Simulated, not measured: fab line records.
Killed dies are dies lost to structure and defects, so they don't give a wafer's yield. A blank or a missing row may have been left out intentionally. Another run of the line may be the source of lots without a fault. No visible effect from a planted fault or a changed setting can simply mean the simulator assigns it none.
fab line records    flow n5Finfet
record: lots: 5  wafers: 15  lastDay: 17
route steps=1938 shown PASSIVATION@1913 END@1938
lots with no fault: from the same line, run without faults
startH: start of the lot's first displayed wafer, in hours after the record's first day    waitH: hours elapsed since this lot's preceding step    " repeats the value in the row above    L1.1+2: a single row standing in for several wafers    - no value present, or no start provided    * or withheld: withheld    < > ~ a bound
route shown NAME@n: a module of which the file shows steps, and the number in the route of the first    usual: mean and standard deviation over wafers with no fault    same: alike in all rows    chamber/n: place in a boat    sites: the reading at each site    _std_site: their standard deviation    _edge_site: the outer-site mean with the inner-site mean subtracted    radiusMm: how far each site lies from the wafer's centre    mask NAME#n: copy n    behind: the most recent tool/chamber to have shaped the wafer    hold: why the lot went on hold/how many hours it stayed there/how the hold came to an end    device: transistor that didn't switch, given as n, p or np    end of line: tests of these same wafers at the route's end    step lacking rows: just its recipe    killed: the dies lost at the first sort to structure and to defects; this is not the yield of the wafer    map: a wafer's dies, x killed, . not, _ none there
set.NAME: the run value of the setting; set.NAME@STEP: its run value at that earlier step    model.NAME: the simulator's own value behind a step, which no gauge read
a table for each step, a row for each wafer; lots at some steps of the route
services: the hour from which a tool's chamber was out of use, counted from the record's first day as startH (under 0 if before that day), plus the number of hours and why
== steps ==
step: N5_PASSIVATION_CLEAN_69
recipe: chemistry: IPA  timeS: 180  tempC: 25
lot.wafer   tool         chamber  startH  waitH
L077.1+4+6  wetBench-01  0,1,4    285.05  0.0
L080.2+3+6  wetBench-05  2,3,0    295.53  0.0
L086.3+5+6  wetBench-05  3,5,6    339.25  0.0
L093.1+3+4  wetBench-05  7,0,6    378.58  0.0
L096.3+4+6  wetBench-01  2,5,1    400.81  0.0
step: N5_PASSIVATION_SRD_70
recipe: dry: ipaMarangoni  timeS: 30  tempC: 23  rinseLiquid: diw
lot.wafer   tool         chamber  startH  waitH
L077.1+4+6  wetBench-01  0,1,4    285.10  0.0
L080.2+3+6  wetBench-05  2,3,0    295.58  0.0
L086.3+5+6  wetBench-05  3,5,6    339.30  0.0
L093.1+3+4  wetBench-05  7,0,6    378.63  0.0
L096.3+4+6  wetBench-01  2,5,1    400.86  0.0
step: N5_PASSIVATION_PECVD_53
recipe: material: SiO2  targetThkA: 8000  tempC: 400  precursor: TEOS/O2  pressureTorr: 6.5  rfW: withheld  teosFlowSccm: withheld  gas: O2  flowSccm: 2650  timeS: 169.4
lot.wafer   tool      chamber  startH  waitH
L077.1+4+6  pecvd-02  0,0,1    285.15  0.0
L080.2+3+6  pecvd-03  0,2,0    295.63  0.0
L086.3+5+6  pecvd-02  0,1,2    339.35  0.0
L093.1+3+4  pecvd-01  1,2,2    378.68  0.0
L096.3+4+6  pecvd-02  2,0,2    400.91  0.0
step: N5_PASSIVATION_PECVD_35
recipe: material: SiNx  targetThkA: 7000  tempC: 400  precursor: SiH4/NH3/N2  pressureTorr: 4.9  rfW: 1406  timeS: 151.3
usual: heaterPowerOuterW: 159/57  heaterPowerW: 370/84  showerheadPlenumPTorr: 8.70/0.057  throttleValvePct: 29.1/1.3
lot.wafer  tool      chamber  startH  waitH  heaterPowerOuterW  heaterPowerW  showerheadPlenumPTorr  throttleValvePct
L077.1     pecvd-02  0        285.26  0.1    214                451           8.68                   31.4
L077.4     "         0        "       "      241                503           8.67                   31.0
L077.6     "         1        "       "      231                452           8.68                   29.7
L080.2     pecvd-03  0        295.74  0.1    151                372           8.65                   29.6
L080.3     "         2        "       "      105                280           8.64                   27.7
L080.6     "         0        "       "      49                 241           8.67                   29.6
L086.3     pecvd-02  0        339.46  0.1    203                448           8.67                   31.5
L086.5     "         1        "       "      175                359           8.67                   29.7
L086.6     "         2        "       "      135                310           8.73                   28.8
L093.1     pecvd-01  1        378.79  0.1    213                515           8.72                   29.5
L093.3     "         2        "       "      135                337           8.71                   26.4
L093.4     "         2        "       "      170                395           8.73                   26.4
L096.3     pecvd-02  2        401.02  0.1    181                373           8.70                   28.9
L096.4     "         0        "       "      188                426           8.68                   31.6
L096.6     "         2        "       "      195                388           8.72                   28.7
step: N5_PASSIVATION_HMDS_37
recipe: timeS: 60  tempC: 120
lot.wafer   tool           chamber  startH  waitH
L077.1+4+6  lithoTrack-01  0        285.40  0.1
L080.2+3+6  lithoTrack-04  0        295.87  0.1
L086.3+5+6  lithoTrack-02  0        339.60  0.1
L093.1+3+4  lithoTrack-02  0        378.93  0.1
L096.3+4+6  lithoTrack-02  0        401.16  0.1
step: N5_PASSIVATION_COAT_38
recipe: spinRpm: 3000  resistThkNm: withheld
lot.wafer   tool           chamber  startH  waitH
L077.1+4+6  lithoTrack-01  0        -       -
L080.2+3+6  lithoTrack-04  0        -       -
L086.3+5+6  lithoTrack-02  0        -       -
L093.1+3+4  lithoTrack-02  0        -       -
L096.3+4+6  lithoTrack-02  0        -       -
step: N5_PASSIVATION_EBR_40
recipe: solvent: PGMEA  ebrWidthMm: 1.5
lot.wafer   tool           chamber  startH  waitH
L077.1+4+6  lithoTrack-01  0        -       -
L080.2+3+6  lithoTrack-04  0        -       -
L086.3+5+6  lithoTrack-02  0        -       -
L093.1+3+4  lithoTrack-02  0        -       -
L096.3+4+6  lithoTrack-02  0        -       -
step: N5_PASSIVATION_SOFTBAKE_39
recipe: tempC: 110  timeS: 120
lot.wafer   tool           chamber  startH  waitH
L077.1+4+6  lithoTrack-01  0        -       -
L080.2+3+6  lithoTrack-04  0        -       -
L086.3+5+6  lithoTrack-02  0        -       -
L093.1+3+4  lithoTrack-02  0        -       -
L096.3+4+6  lithoTrack-02  0        -       -
step: N5_PASSIVATION_EXPOSE_41
recipe: maskId: PASS_OPEN  na: 0.55  defocusNm: 0  sourceShape: conventional  sigmaOuter: 0.8  polarization: unpolarized  targetCdNm: 40000  doseMj: 57.25
lot.wafer   tool           chamber  startH  waitH  mask
L077.1+4+6  krfScanner-01  0        285.64  -      PASS_OPEN#0
L080.2+3+6  krfScanner-02  0        296.00  -      PASS_OPEN#0
L086.3+5+6  krfScanner-02  0        339.72  -      PASS_OPEN#0
L093.1+3+4  krfScanner-01  0        379.04  -      PASS_OPEN#0
L096.3+4+6  krfScanner-02  0        401.41  -      PASS_OPEN#0
step: N5_PASSIVATION_PEB_42
recipe: pebTempC: withheld  pebTimeS: *
lot.wafer   tool           chamber  startH  waitH
L077.1+4+6  lithoTrack-04  0        285.70  0.1
L080.2+3+6  lithoTrack-01  0        296.05  0.0
L086.3+5+6  lithoTrack-04  0        339.77  0.0
L093.1+3+4  lithoTrack-01  0        379.11  0.1
L096.3+4+6  lithoTrack-02  0        401.46  0.0
step: N5_PASSIVATION_DEVELOP_43
recipe: developTimeS: 60  rinseLiquid: diw  dry: airSpin  devTempC: 21
same: developTimeS: 60
lot.wafer   tool           chamber  startH  waitH
L077.1+4+6  lithoTrack-04  0        -       -
L080.2+3+6  lithoTrack-01  0        -       -
L086.3+5+6  lithoTrack-04  0        -       -
L093.1+3+4  lithoTrack-01  0        -       -
L096.3+4+6  lithoTrack-02  0        -       -
step: N5_PASSIVATION_HARDBAKE_45
recipe: tempC: 130  timeS: 120
lot.wafer   tool           chamber  startH  waitH
L077.1+4+6  lithoTrack-04  0        -       -
L080.2+3+6  lithoTrack-01  0        -       -
L086.3+5+6  lithoTrack-04  0        -       -
L093.1+3+4  lithoTrack-01  0        -       -
L096.3+4+6  lithoTrack-02  0        -       -
step: N5_PASSIVATION_CD_MEAS_44
recipe: targetCdNm: 40000  landingEnergyEv: 500  detector: seInlens
usual: cdNm: 40001/3.7
lot.wafer  tool      chamber  startH  waitH  cdNm
L077.1     cdSem-03  0        285.82  -      40002
L077.4     "         0        "       "      40000
L077.6     "         0        "       "      40003
L080.2     cdSem-02  0        296.17  -      40008
L080.3     "         0        "       "      40002
L080.6     "         0        "       "      40005
L086.3     cdSem-02  0        339.89  -      39998
L086.5     "         0        "       "      40000
L086.6     "         0        "       "      39999
L093.1     cdSem-02  0        379.22  -      40003
L093.3     "         0        "       "      39997
L093.4     "         0        "       "      40000
L096.3     cdSem-03  0        401.58  -      39999
L096.4     "         0        "       "      40005
L096.6     "         0        "       "      40002
step: N5_PASSIVATION_OVL_MEAS_66
recipe: pointsPerWafer: 44
usual: PASS_OPEN_OVL: -1/5.3
lot.wafer  tool        chamber  startH  waitH  PASS_OPEN_OVL[nm]
L077.1     overlay-02  0        285.85  0.0    6
L077.4     "           0        "       "      2
L077.6     "           0        "       "      4
L080.2     overlay-02  0        296.20  0.0    -4
L080.3     "           0        "       "      -13
L080.6     "           0        "       "      -5
L086.3     overlay-02  0        339.92  0.0    0
L086.5     "           0        "       "      -4
L086.6     "           0        "       "      -2
L093.1     overlay-02  0        379.25  0.0    -2
L093.3     "           0        "       "      -10
L093.4     "           0        "       "      -8
L096.3     overlay-02  0        401.61  0.0    -5
L096.4     "           0        "       "      1
L096.6     "           0        "       "      -2
step: N5_PASSIVATION_INSPECT_67
recipe: mode: adi  inspectInstrument: macro
usual: rawDefectCount: 2.0/1.3
lot.wafer  tool              chamber  startH  waitH  rawDefectCount
L077.1     defectInspect-01  -        285.87  0.0    0
L077.4     "                 -        "       "      3
L077.6     "                 -        "       "      3
L080.2     defectInspect-01  -        296.22  0.0    1
L080.3     "                 -        "       "      1
L080.6     "                 -        "       "      2
L086.3     defectInspect-02  -        339.95  0.0    5
L086.5     "                 -        "       "      3
L086.6     "                 -        "       "      3
L093.1     defectInspect-01  -        379.28  0.0    3
L093.3     "                 -        "       "      0
L093.4     "                 -        "       "      3
L096.3     defectInspect-02  -        401.63  0.0    3
L096.4     "                 -        "       "      2
L096.6     "                 -        "       "      1
step: N5_PASSIVATION_DESCUM_46
recipe: chemistry: O2  timeS: 7.9  sourcePowerW: 50  biasPowerW: 20  pressureMtorr: 20  rfFrequencyHz: 2.712e+07  tempC: 40  o2FlowSccm: 225
usual: drypumpMotorCurrentA: 5.6/0.41  o2FlowSccm: 224.9/0.6  oesProductAu: 0.81/0.095  rfVppV: 243.1/1.4  showerheadPlenumPTorr: 2.09/0.076  throttleValvePct: 20.40/0.19
lot.wafer  tool        chamber  startH  waitH  drypumpMotorCurrentA  o2FlowSccm  oesProductAu  rfHoursCounterH  rfVppV  showerheadPlenumPTorr  throttleValvePct
L077.1     rieDiel-05  1        285.91  0.0    5.2                   224.7       0.69          225              242.7   2.07                   20.50
L077.4     "           0        "       "      5.7                   225.0       0.69          229              242.5   2.06                   20.53
L077.6     "           0        "       "      5.7                   225.1       0.69          -                242.9   2.06                   20.53
L080.2     rieDiel-03  2        296.26  0.0    6.2                   224.3       0.70          212              242.0   1.99                   20.57
L080.3     "           0        "       "      6.1                   224.2       0.77          145              242.5   2.02                   20.60
L080.6     "           3        "       "      5.6                   224.1       0.84          -                242.2   2.03                   20.35
L086.3     rieDiel-06  2        339.98  0.0    5.6                   225.0       0.85          58               245.4   2.22                   20.25
L086.5     "           0        "       "      5.1                   225.0       0.89          -                245.0   2.16                   20.50
L086.6     "           3        "       "      6.4                   224.9       0.97          -                245.3   2.24                   20.07
L093.1     rieDiel-05  0        379.56  0.3    5.7                   224.8       0.93          12               242.1   2.05                   20.22
L093.3     "           3        "       "      5.2                   225.0       0.81          90               241.5   2.02                   20.59
L093.4     "           1        "       "      5.2                   225.6       1.00          -                242.0   2.06                   20.23
L096.3     rieDiel-03  2        401.95  0.3    6.2                   225.4       0.68          248              239.8   1.98                   20.62
L096.4     "           3        "       "      5.6                   224.6       0.80          118              242.4   2.01                   20.42
L096.6     "           1        "       "      5.3                   225.2       0.83          -                242.4   2.14                   20.71
step: N5_PASSIVATION_PASS_ETCH_47
recipe: chemistry: CF4/O2  target: SiNx  targetDepthA: 7700  timeS: 385  ionEnergyEv: 100  pressureMtorr: 40  sourceW: 535  biasW: 49  Ar_flow_sccm: 100  cf4FlowSccm: 100  O2_flow_sccm: 10
usual: biasW: 48.99/0.16  drypumpMotorCurrentA: 5.6/0.41  oesProductAu: 0.82/0.092  rfVppV: 242/4.9  showerheadPlenumPTorr: 2.20/0.073  throttleValvePct: 15.80/0.17
lot.wafer  tool        chamber  startH  waitH  biasW  drypumpMotorCurrentA  oesProductAu  rfHoursCounterH  rfVppV  showerheadPlenumPTorr  throttleValvePct
L077.1     rieDiel-05  1        285.94  0.0    49.03  5.2                   0.70          225              240     2.17                   15.98
L077.4     "           0        "       "      48.82  5.7                   0.70          229              233     2.17                   16.02
L077.6     "           0        "       "      48.95  5.7                   0.70          -                232     2.17                   16.04
L080.2     rieDiel-03  2        296.30  0.0    49.20  6.2                   0.71          213              239     2.09                   15.95
L080.3     "           0        "       "      48.92  6.1                   0.77          145              240     2.13                   15.97
L080.6     "           3        "       "      48.97  5.6                   0.82          -                243     2.14                   15.83
L086.3     rieDiel-06  2        340.01  0.0    49.21  5.7                   0.84          58               238     2.32                   15.66
L086.5     "           0        "       "      49.00  5.0                   0.88          -                248     2.25                   15.72
L086.6     "           3        "       "      49.04  6.4                   0.96          -                245     2.35                   15.49
L093.1     rieDiel-05  0        379.59  0.0    49.05  5.7                   0.95          12               233     2.16                   15.62
L093.3     "           3        "       "      49.18  5.2                   0.80          90               245     2.14                   15.99
L093.4     "           1        "       "      49.18  5.2                   0.99          -                239     2.16                   15.58
L096.3     rieDiel-03  2        401.98  0.0    48.97  6.2                   0.69          248              239     2.08                   16.05
L096.4     "           3        "       "      48.74  5.6                   0.79          118              241     2.13                   15.88
L096.6     "           1        "       "      48.83  5.3                   0.82          -                249     2.23                   15.95
step: N5_PASSIVATION_ETCH_54
recipe: chemistry: CHF3/O2  target: SiO2  targetDepthA: 8800  CHF3_flow_sccm: 50  O2_flow_sccm: 5  Ar_flow_sccm: 200  timeS: 440  maskMaterial: PR  pressureMtorr: 30  sourceW: 650  biasW: 170  ionEnergyEv: 200
usual: biasW: 170.1/0.5  drypumpMotorCurrentA: 5.6/0.42  oesProductAu: 0.81/0.092  rfVppV: 526/10  showerheadPlenumPTorr: 2.40/0.078  throttleValvePct: 18.74/0.17
lot.wafer  tool        chamber  startH  waitH  biasW  drypumpMotorCurrentA  oesProductAu  rfHoursCounterH  rfVppV  showerheadPlenumPTorr  throttleValvePct
L077.1     rieDiel-05  1        286.17  0.1    169.6  5.2                   0.70          225              521     2.38                   18.91
L077.4     "           0        "       "      170.4  5.7                   0.70          229              508     2.38                   18.96
L077.6     "           0        "       "      170.4  5.7                   0.70          -                506     2.38                   18.95
L080.2     rieDiel-03  2        296.52  0.1    169.7  6.2                   0.71          213              523     2.29                   18.90
L080.3     "           0        "       "      170.4  6.1                   0.77          145              522     2.32                   18.91
L080.6     "           3        "       "      169.3  5.6                   0.83          -                528     2.34                   18.79
L086.3     rieDiel-06  2        340.24  0.1    170.1  5.6                   0.85          58               515     2.53                   18.56
L086.5     "           0        "       "      170.7  5.0                   0.89          -                538     2.45                   18.68
L086.6     "           3        "       "      170.9  6.4                   0.96          -                532     2.57                   18.46
L093.1     rieDiel-05  0        379.82  0.1    169.9  5.7                   0.94          12               507     2.37                   18.60
L093.3     "           3        "       "      170.5  5.2                   0.80          90               532     2.34                   19.00
L093.4     "           1        "       "      170.2  5.2                   0.98          -                521     2.37                   18.59
L096.3     rieDiel-03  2        402.21  0.1    168.9  6.2                   0.68          249              520     2.28                   18.94
L096.4     "           3        "       "      169.4  5.6                   0.79          118              528     2.33                   18.83
L096.6     "           1        "       "      168.8  5.3                   0.82          -                540     2.43                   18.86
step: N5_PASSIVATION_STRIP_48
recipe: chemistry: O2  powerW: 600  tempC: 60  pressureMtorr: 30  rfFrequencyHz: 6e+07  biasPowerW: 0  overashFraction: 0.5  o2FlowSccm: 225
usual: drypumpMotorCurrentA: 5.6/0.42  o2FlowSccm: 225.0/0.97  oesProductAu: 0.81/0.095  rfVppV: 3.9/2.3  showerheadPlenumPTorr: 2.09/0.076  throttleValvePct: 16.64/0.18
same: overashFraction: 0.5
lot.wafer  tool        chamber  startH  waitH  drypumpMotorCurrentA  o2FlowSccm  oesProductAu  rfHoursCounterH  rfVppV  showerheadPlenumPTorr  throttleValvePct
L077.1     rieDiel-05  1        286.46  0.1    5.2                   227.4       0.72          225              1.0     2.07                   16.74
L077.4     "           0        "       "      5.6                   225.5       0.68          230              1.1     2.06                   16.85
L077.6     "           0        "       "      5.6                   225.4       0.68          -                6.7     2.06                   16.83
L080.2     rieDiel-03  2        296.81  0.1    6.2                   225.2       0.71          213              6.5     2.00                   16.85
L080.3     "           0        "       "      6.1                   225.4       0.80          145              0.9     2.02                   16.77
L080.6     "           3        "       "      5.6                   225.7       0.84          -                0.6     2.03                   16.56
L086.3     rieDiel-06  2        340.53  0.1    5.6                   224.8       0.87          58               6.1     2.22                   16.55
L086.5     "           0        "       "      5.0                   225.1       0.89          -                2.7     2.16                   16.68
L086.6     "           3        "       "      6.4                   225.1       0.93          -                2.8     2.24                   16.35
L093.1     rieDiel-05  0        380.11  0.1    5.7                   225.1       0.93          12               2.3     2.05                   16.41
L093.3     "           3        "       "      5.2                   225.8       0.79          90               5.0     2.03                   16.76
L093.4     "           1        "       "      5.2                   224.6       1.02          -                2.3     2.06                   16.45
L096.3     rieDiel-03  2        402.50  0.1    6.2                   225.4       0.67          249              5.6     1.99                   16.92
L096.4     "           3        "       "      5.6                   225.1       0.80          118              2.9     2.02                   16.67
L096.6     "           1        "       "      5.3                   225.0       0.82          -                2.7     2.14                   16.94
step: N5_PASSIVATION_STRIP_52
recipe: chemistry: postEtchResidueRemover  timeS: 1200  tempC: 72.5
lot.wafer   tool         chamber  startH  waitH
L077.1+4+6  wetBench-01  0,4,5    286.53  -
L080.2+3+6  wetBench-01  6,1,0    296.88  -
L086.3+5+6  wetBench-05  0,7,4    340.60  -
L093.1+3+4  wetBench-06  7,1,0    380.18  -
L096.3+4+6  wetBench-05  5,0,6    402.57  -
step: N5_PASSIVATION_CLEAN_71
recipe: chemistry: IPA  timeS: 180  tempC: 25
lot.wafer   tool         chamber  startH  waitH
L077.1+4+6  wetBench-01  0,4,5    286.86  0.0
L080.2+3+6  wetBench-01  6,1,0    297.21  0.0
L086.3+5+6  wetBench-05  0,7,4    340.93  0.0
L093.1+3+4  wetBench-06  7,1,0    380.51  0.0
L096.3+4+6  wetBench-05  5,0,6    403.29  0.0
step: N5_PASSIVATION_SRD_72
recipe: dry: ipaMarangoni  timeS: 30  tempC: 23  rinseLiquid: diw
lot.wafer   tool         chamber  startH  waitH
L077.1+4+6  wetBench-01  0,4,5    286.91  0.0
L080.2+3+6  wetBench-01  6,1,0    297.27  0.0
L086.3+5+6  wetBench-05  0,7,4    340.98  0.0
L093.1+3+4  wetBench-06  7,1,0    380.56  0.0
L096.3+4+6  wetBench-05  5,0,6    403.41  0.0
step: N5_PASSIVATION_ANNEAL_56
recipe: tempC: 400  timeS: 1800  ambient: FGA  idleTempC: 300  rampUpCPerMin: 5  rampDownCPerMin: 3
usual: spikeTcCentreC: 400.2/1.1  zonePowerBottomPct: 6.15/0.23  zonePowerCentrePct: 4.64/0.14  zonePowerLowerPct: 4.86/0.11  zonePowerTopPct: 11.3/1
lot.wafer  tool        chamber  startH  waitH  spikeTcCentreC  zonePowerBottomPct  zonePowerCentrePct  zonePowerLowerPct  zonePowerTopPct
L077.1     furnace-03  0        286.95  0.0    400.9           5.94                4.84                4.85               10.6
L077.4     "           0        "       "      402.3           5.92                4.81                4.82               10.4
L077.6     "           0        "       "      399.4           6.02                4.95                4.72               10.5
L080.2     furnace-02  0        297.31  0.0    400.6           6.42                4.65                4.75               12.9
L080.3     "           0        "       "      399.0           6.48                4.58                4.87               12.5
L080.6     "           0        "       "      398.0           6.40                4.68                4.75               13.0
L086.3     furnace-02  0        341.03  0.0    400.4           6.38                4.67                4.86               12.7
L086.5     "           0        "       "      399.0           6.56                4.63                4.79               12.7
L086.6     "           0        "       "      399.1           6.51                4.69                4.75               12.7
L093.1     furnace-01  0        380.61  0.0    401.9           6.04                4.50                5.01               10.6
L093.3     "           0        "       "      400.9           6.04                4.50                4.97               10.8
L093.4     "           0        "       "      400.3           6.02                4.55                4.94               10.5
L096.3     furnace-02  0        403.47  0.0    398.1           6.52                4.54                4.71               12.8
L096.4     "           0        "       "      398.5           6.40                4.63                4.72               12.8
L096.6     "           0        "       "      399.1           6.40                4.70                4.74               13.0
step: N5_PASSIVATION_INSPECT_57
recipe: inspectInstrument: macro  mode: outgoing
usual: rawDefectCount: 1.8/1.3
lot.wafer  tool              chamber  startH  waitH  rawDefectCount
L077.1     defectInspect-02  -        289.32  0.0    4
L077.4     "                 -        "       "      2
L077.6     "                 -        "       "      3
L080.2     defectInspect-02  -        299.66  0.0    4
L080.3     "                 -        "       "      2
L080.6     "                 -        "       "      1
L086.3     defectInspect-02  -        343.38  0.0    2
L086.5     "                 -        "       "      4
L086.6     "                 -        "       "      4
L093.1     defectInspect-01  -        382.96  0.0    2
L093.3     "                 -        "       "      2
L093.4     "                 -        "       "      2
L096.3     defectInspect-02  -        405.82  0.0    0
L096.4     "                 -        "       "      1
L096.6     "                 -        "       "      3
== services ==
tool           chamber  startH  hours  kind
krfScanner-01  -        263.02  0.8    pm
rieDiel-06     1        268.25  3.5    repair
pecvd-03       2        270.65  2.1    repair
rieDiel-05     1        280.42  2.5    repair
krfScanner-01  -        299.22  0.3    repair
krfScanner-02  -        299.48  1.3    pm
pecvd-03       0        303.45  5.0    repair
pecvd-02       -        303.54  3.5    repair
pecvd-01       0        316.01  5.0    repair
pecvd-01       -        338.32  2.8    pm
krfScanner-01  -        344.07  4.5    repair
krfScanner-02  -        347.56  1.4    repair
krfScanner-02  -        349.00  4.0    pm
krfScanner-02  -        361.81  0.8    pm
krfScanner-01  -        363.23  0.8    pm
krfScanner-02  -        368.75  1.0    pm
krfScanner-02  -        372.03  1.5    repair
krfScanner-01  -        379.67  1.3    pm
pecvd-02       -        381.79  0.9    repair
pecvd-01       2        382.55  5.0    repair
pecvd-03       -        385.07  1.3    repair
krfScanner-01  -        394.54  4.4    pm
rieDiel-05     -        398.25  0.5    repair
rieDiel-05     2        403.44  1.3    repair
== key ==
fault none
